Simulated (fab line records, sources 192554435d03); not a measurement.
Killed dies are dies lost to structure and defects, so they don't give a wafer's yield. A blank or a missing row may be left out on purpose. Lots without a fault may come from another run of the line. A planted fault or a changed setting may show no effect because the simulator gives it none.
fab line records | flow n5_finfet
record lots=11 wafers=27 last_day=19
route steps=1938 shown BEOL_M4@1061
lots that met no fault: from a run of the same line without faults
start_h: hours from the record's first day to the start of the lot's first wafer shown | wait_h: hours since the lot's step before | " the same as in the row above | L1.1+2: a row that stands for several wafers | - no value, or no start given | * or withheld: withheld | < > ~ a bound
route shown NAME@n: a module of which the file shows steps, and the number in the route of the first | usual: mean/standard deviation of fault-free wafers | same: alike in all rows | chamber/n: place in a boat | sites: the reading at each site | _std_site: their standard deviation | _edge_site: outer sites' mean less inner sites' | radius_mm: how far each site lies from the wafer's centre | mask NAME#n: copy n | behind: the tool/chamber that last shaped the wafer | hold: why the lot was held/for how many hours/how that ended | device: the transistor (n, p or np) that didn't switch | end of line: the same wafers' tests at the end of the route | a step without rows: its recipe alone | killed: dies lost to structure and defects at the first sort, not the wafer's yield | map: a wafer's dies, x killed, . not, _ none there
set.NAME: the setting as run; set.NAME@STEP: as run at that earlier step | model.NAME: the simulator's own value behind a step, which no gauge read
steps of the route over a sample of lots; a table a step, a row a wafer
services: from which hour (start_h, from the record's first day; less than 0 if before it) a tool's chamber was out of use, for how many hours, and why
## steps
# step N5_BEOL_M4_ETCH_69
# recipe chemistry=CF4 target=SiARC target_depth_a=156 mask_material=CAR-EUV time_s=26 ion_energy_ev=80 pressure_mtorr=40 source_w=545 bias_w=36 Ar_flow_sccm=100 cf4_flow_sccm=100 ends=cleared
# usual drypump_motor_current_A=5.5/0.55 etch_rf_on_time_s=26.2/0.83 oes_product_au=0.67/0.072 rf_fwd_power_W=533.4/2 rf_vpp_V=184.2/0.96 showerhead_plenum_p_Torr=2.15/0.044 throttle_valve_pct=15.5/0.3
# columns lot.wafer tool chamber start_h wait_h drypump_motor_current_A etch_rf_on_time_s oes_product_au rf_fwd_power_W rf_hours_counter_h rf_vpp_V showerhead_plenum_p_Torr throttle_valve_pct
L948.1 rie_diel-05 0 171.30 0.0 6.3 25.9 0.68 528.4 115 184.0 2.07 15.5
L948.5 " 2 " " 5.9 26.5 0.72 533.8 - 183.1 2.10 15.4
L948.6 " 1 " " 4.9 28.1 0.58 531.8 - 185.0 2.14 15.5
L949.2 rie_diel-05 2 190.41 0.0 5.9 26.4 0.72 533.8 60 183.2 2.10 15.4
L949.5 " 2 " " 5.9 26.4 0.72 534.6 - 182.8 2.10 15.4
L949.6 " 1 " " 4.9 28.1 0.58 535.2 - 184.4 2.14 15.5
L950.4 rie_diel-02 2 194.36 0.0 5.1 25.5 0.61 530.6 - 185.7 2.20 15.7
L950.5 " 1 " " 5.7 26.1 0.65 529.6 - 184.2 2.14 15.8
L950.6 " 0 " " 6.2 26.9 0.59 532.7 - 184.5 2.19 16.0
L955.3 rie_diel-06 1 210.14 0.0 6.5 25.4 0.69 531.2 87 184.2 2.14 15.0
L955.5 " 2 " " 5.4 25.0 0.81 531.9 - 183.3 2.16 15.4
L957.3 rie_diel-06 1 220.97 0.0 6.4 25.6 0.70 533.0 89 183.5 2.14 15.1
L957.5 " 2 " " 5.4 25.0 0.80 532.4 - 185.0 2.16 15.4
L956.2 rie_diel-06 3 237.04 0.0 4.8 26.8 0.73 533.1 51 183.4 2.09 15.1
L956.3 " 2 " " 5.4 24.9 0.80 534.2 21 184.5 2.16 15.4
L966.2 rie_diel-06 3 288.28 0.0 4.8 26.8 0.71 533.9 74 183.5 2.08 15.2
L966.4 " 0 " " 5.3 26.9 0.60 532.7 214 183.8 2.20 15.9
L966.6 " 0 " " 5.3 26.8 0.60 534.8 - 186.7 2.20 15.9
L968.2 rie_diel-06 1 297.86 0.0 6.5 26.1 0.67 530.6 116 185.4 2.13 15.1
L968.5 " 3 " " 4.8 27.3 0.70 532.7 - 183.4 2.08 15.2
L970.1 rie_diel-02 1 304.08 0.0 5.8 25.8 0.63 535.6 184 183.8 2.12 15.9
L970.3 " 0 " " 6.2 26.6 0.81 534.0 3 183.6 2.18 15.6
L970.5 " 1 " " 5.8 25.8 0.62 536.5 - 184.6 2.12 15.9
L969.1 rie_diel-06 3 312.24 0.0 4.8 26.8 0.69 535.3 81 182.9 2.08 15.2
L969.4 " 0 " " 5.3 26.1 0.61 535.7 221 184.5 2.20 15.9
L971.4 rie_diel-02 3 332.91 0.0 5.3 25.3 0.74 531.0 - 184.2 2.19 15.8
L971.5 " 0 " " 6.1 27.1 0.77 533.9 - 183.1 2.18 15.6
# step N5_BEOL_M4_ALD_84
# recipe material=TaN target_thk_a=* temp_c=275 ald_precursor_family=PDMAT ald_co_reactant=NH3 pressure_torr=3 carrier_flow_sccm=1500 pulse_time_s=2 purge_time_s=3 co_reactant_purge_time_s=2 co_reactant_pulse_time_s=3 ald_cycles=30 precursor_vessel_temp_c=75 precursor_vessel_pressure_torr=26.25 precursor_vessel_carrier_sccm=1000
# usual co_reactant_pulse_time_s=3/0 heater_power_w=394/54 precursor_vessel_temp_c=75.00/0.11
# columns lot.wafer tool chamber start_h wait_h co_reactant_pulse_time_s heater_power_w precursor_vessel_temp_c
L948.1 ald_metal-04 2 174.14 0.0 3 402 75.03
L948.5 " 1 " " 3 433 75.00
L948.6 " 0 " " 3 516 75.15
L949.2 ald_metal-04 1 192.70 0.1 3 420 74.79
L949.5 " 0 " " 3 509 75.00
L949.6 " 3 " " 3 405 74.80
L950.4 ald_metal-02 2 198.32 0.0 3 342 74.89
L950.5 " 2 " " 3 345 74.96
L950.6 " 1 " " 3 396 75.11
L955.3 ald_metal-02 2 212.55 0.1 3 361 75.29
L955.5 " 0 " " 2.8502 330 74.95
L957.3 ald_metal-02 0 230.55 0.1 3 330 74.89
L957.5 " 0 " " 2.8502 330 74.95
L956.2 ald_metal-02 0 239.00 0.0 2.8502 320 74.86
L956.3 " 3 " " 3 400 74.94
L966.2 ald_metal-04 1 293.14 0.0 3 411 74.78
L966.4 " 2 " " 3 400 74.92
L966.6 " 2 " " 3 398 74.89
L968.2 ald_metal-02 2 311.41 0.2 3 353 75.02
L968.5 " 1 " " 3 395 74.97
L970.1 ald_metal-02 3 314.49 0.0 3 394 74.98
L970.3 " 0 " " 3 330 75.08
L970.5 " 3 " " 3 394 75.00
L969.1 ald_metal-04 1 314.57 0.0 3 411 74.82
L969.4 " 0 " " 3 515 74.89
L971.4 ald_metal-02 2 336.48 0.1 3 345 74.94
L971.5 " 0 " " 3 332 75.03
# step N5_BEOL_M4_ANNEAL_80
# recipe temp_c=400 time_s=240 ambient=vacuum
# usual heater_power_w=828/91
# columns lot.wafer tool chamber start_h wait_h heater_power_w
L948.1 pvd_sputter-02 - 176.06 0.0 843
L948.5 " - " " 942
L948.6 " - " " 746
L949.2 pvd_sputter-03 - 193.80 0.0 789
L949.5 " - " " 834
L949.6 " - " " 786
L950.4 pvd_sputter-02 - 200.44 0.0 717
L950.5 " - " " 704
L950.6 " - " " 896
L955.3 pvd_sputter-01 - 216.28 0.0 877
L955.5 " - " " 910
L957.3 pvd_sputter-03 - 231.37 0.0 789
L957.5 " - " " 791
L956.2 pvd_sputter-02 - 240.09 0.0 852
L956.3 " - " " 713
L966.2 pvd_sputter-01 - 294.10 0.0 899
L966.4 " - " " 750
L966.6 " - " " 765
L968.2 pvd_sputter-01 - 312.49 0.0 830
L968.5 " - " " 826
L970.1 pvd_sputter-02 - 315.26 0.0 704
L970.3 " - " " 841
L970.5 " - " " 857
L969.1 pvd_sputter-01 - 315.46 0.0 753
L969.4 " - " " 881
L971.4 pvd_sputter-02 - 337.44 0.0 843
L971.5 " - " " 826
# step N5_BEOL_M4_SPUTTER_88
# recipe material=Cu target_thk_a=45 temp_c=-20 chamber_pressure_pa=0.07 power_w=withheld time_s=8.29
# usual chuck_gas_flow_sccm=1.27/0.052 throttle_valve_pct=30.3/0.7
# columns lot.wafer tool chamber start_h wait_h chuck_gas_flow_sccm throttle_valve_pct
L948.1 pvd_sputter-02 - 176.64 0.1 1.27 31.8
L948.5 " - " " 1.28 29.8
L948.6 " - " " 1.13 30.5
L949.2 pvd_sputter-03 - 194.38 0.1 1.17 29.9
L949.5 " - " " 1.31 29.0
L949.6 " - " " 1.32 29.9
L950.4 pvd_sputter-02 - 201.02 0.1 1.31 30.7
L950.5 " - " " 1.26 30.6
L950.6 " - " " 1.21 29.8
L955.3 pvd_sputter-01 - 216.93 0.1 1.29 30.8
L955.5 " - " " 1.31 30.8
L957.3 pvd_sputter-03 - 231.95 0.1 1.44 30.4
L957.5 " - " " 1.22 30.1
L956.2 pvd_sputter-02 - 240.67 0.1 1.27 31.6
L956.3 " - " " 1.32 30.5
L966.2 pvd_sputter-01 - 294.75 0.1 1.28 31.2
L966.4 " - " " 1.32 29.2
L966.6 " - " " 1.30 29.3
L968.2 pvd_sputter-01 - 313.15 0.1 1.31 30.8
L968.5 " - " " 1.21 31.1
L970.1 pvd_sputter-02 - 315.84 0.1 1.31 30.1
L970.3 " - " " 1.35 31.4
L970.5 " - " " 1.29 31.4
L969.1 pvd_sputter-01 - 316.12 0.1 1.24 29.3
L969.4 " - " " 1.27 30.9
L971.4 pvd_sputter-02 - 338.02 0.1 1.26 31.5
L971.5 " - " " 1.30 31.7
# step N5_BEOL_M4_RC_MEAS_101
# usual DIBL_N=36.5/2.2 DIBL_P=36.9/2.9 IOFF_N=0.17/0.044 IOFF_P=0.22/0.052 ION_N=671/16 ION_P=461/10 SS_N=71.6/0.73 SS_P=73.5/0.79 VT_N=250/4.1 VT_P=-250/4.1
# columns lot.wafer tool chamber start_h wait_h DIBL_N[mV/V] DIBL_P[mV/V] IOFF_N[nA/um] IOFF_P[nA/um] ION_N[uA/um] ION_P[uA/um] SS_N[mV/dec] SS_P[mV/dec] VT_N[mV] VT_P[mV]
L948.1 prober-01 0 178.63 0.0 34.2 34.7 0.12 0.16 667 455 70.9 72.1 253 -255
L948.5 " 0 " " 35.1 37.1 0.13 0.19 674 463 71.0 72.9 252 -254
L948.6 " 0 " " 32.4 30.0 0.09 0.10 647 440 70.4 71.1 260 -262
L949.2 prober-02 0 196.53 0.2 35.9 36.2 0.15 0.21 666 459 70.7 73.0 249 -249
L949.5 " 0 " " 36.7 36.3 0.15 0.20 656 453 71.3 73.7 250 -252
L949.6 " 0 " " 35.2 36.0 0.14 0.21 664 461 71.9 73.2 253 -248
L950.4 prober-01 0 203.46 0.5 34.2 34.5 0.11 0.18 655 451 71.1 72.1 258 -254
L950.5 " 0 " " 37.0 38.1 0.16 0.22 655 448 72.2 73.3 250 -252
L950.6 " 0 " " 35.7 37.1 0.13 0.21 668 463 71.2 72.9 252 -251
L955.3 prober-01 0 219.61 0.3 33.1 31.3 0.11 0.18 648 447 71.2 73.2 255 -248
L955.5 " 0 " " 36.8 36.6 0.16 0.24 660 462 71.2 73.8 250 -247
L957.3 prober-01 0 234.27 0.3 38.5 37.3 0.19 0.25 694 466 72.3 73.6 247 -248
L957.5 " 0 " " 39.5 39.5 0.23 0.30 695 477 72.6 73.9 247 -245
L956.2 prober-01 0 242.80 0.2 35.8 35.2 0.14 0.19 670 454 71.9 73.4 253 -253
L956.3 " 0 " " 37.1 38.6 0.16 0.24 652 453 72.5 73.8 248 -250
L966.2 prober-01 0 297.22 0.2 32.5 32.7 0.11 0.14 658 455 69.8 71.9 252 -255
L966.4 " 0 " " 40.5 41.8 0.22 0.26 677 461 72.3 75.3 247 -249
L966.6 " 0 " " 35.3 35.7 0.14 0.18 657 453 70.3 73.5 251 -253
L968.2 prober-02 0 315.73 0.2 35.1 34.2 0.16 0.24 682 478 71.1 72.9 251 -243
L968.5 " 0 " " 40.6 41.2 0.31 0.38 707 487 72.5 74.8 241 -238
L970.1 prober-01 0 317.82 0.0 35.3 35.5 0.14 0.18 666 461 70.9 73.1 250 -252
L970.3 " 0 " " 38.1 38.7 0.18 0.23 674 463 71.7 74.3 247 -249
L970.5 " 0 " " 37.8 39.4 0.17 0.25 668 461 71.4 74.4 248 -252
L969.1 prober-02 0 318.22 0.0 38.1 37.4 0.16 0.24 648 447 71.6 74.0 252 -250
L969.4 " 0 " " 36.0 34.1 0.12 0.16 654 448 71.5 72.8 256 -254
L971.4 prober-01 0 340.80 0.5 40.2 42.9 0.23 0.29 669 456 72.3 74.7 248 -247
L971.5 " 0 " " 42.3 44.0 0.28 0.33 702 471 73.4 75.0 242 -243
## services
# columns tool chamber start_h hours kind
ald_metal-04 3 168.42 11.1 repair
rie_diel-06 1 173.12 2.4 repair
rie_diel-06 0 174.16 8.3 repair
rie_diel-02 3 177.94 - clean
rie_diel-02 3 177.94 - consumable_replace:focus_ring
rie_diel-02 3 177.94 17.6 scheduled_down
rie_diel-02 3 177.94 17.6 vent_cycle
rie_diel-05 3 211.18 8.2 repair
rie_diel-05 1 231.51 7.3 repair
ald_metal-04 - 269.51 0.6 repair
rie_diel-02 0 271.52 9.9 repair
rie_diel-02 0 281.47 - clean
rie_diel-02 0 281.47 - consumable_replace:focus_ring
rie_diel-02 0 281.47 15.5 scheduled_down
rie_diel-02 0 281.47 15.5 vent_cycle
rie_diel-02 3 287.60 16.7 repair
rie_diel-02 2 321.25 - clean
rie_diel-02 2 321.25 - consumable_replace:focus_ring
rie_diel-02 1 334.26 5.1 repair
ald_metal-02 - 337.49 14.0 pm
ald_metal-02 0 337.49 14.0 vent_cycle
ald_metal-02 1 337.49 14.0 vent_cycle
ald_metal-02 2 337.49 14.0 vent_cycle
ald_metal-02 3 337.49 14.0 vent_cycle
## key
first_sign step=N5_BEOL_M4_ALD_84 reading=co_reactant_pulse_time_s direction=down sigmas=99+ usual=* struck=*
effect none on later readings
met_at N5_BEOL_M4_ALD_84
struck_lots L955,L956,L957
struck_wafers L955.5,L956.2,L957.5
not_acting_at N5_BEOL_M4_ETCH_69,N5_BEOL_M4_ANNEAL_80,N5_BEOL_M4_SPUTTER_88
onset_between 198.32 212.55
fault kind=process_parameter_drift tool=ald_metal-02 chamber=- onset_h=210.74 steps=N5_BEOL_M4_ALD_84 channel=co_reactant_pulse_time_s offset=* shape=step end_h=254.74 scope=struck_wafers_only acts_in=* stated=*
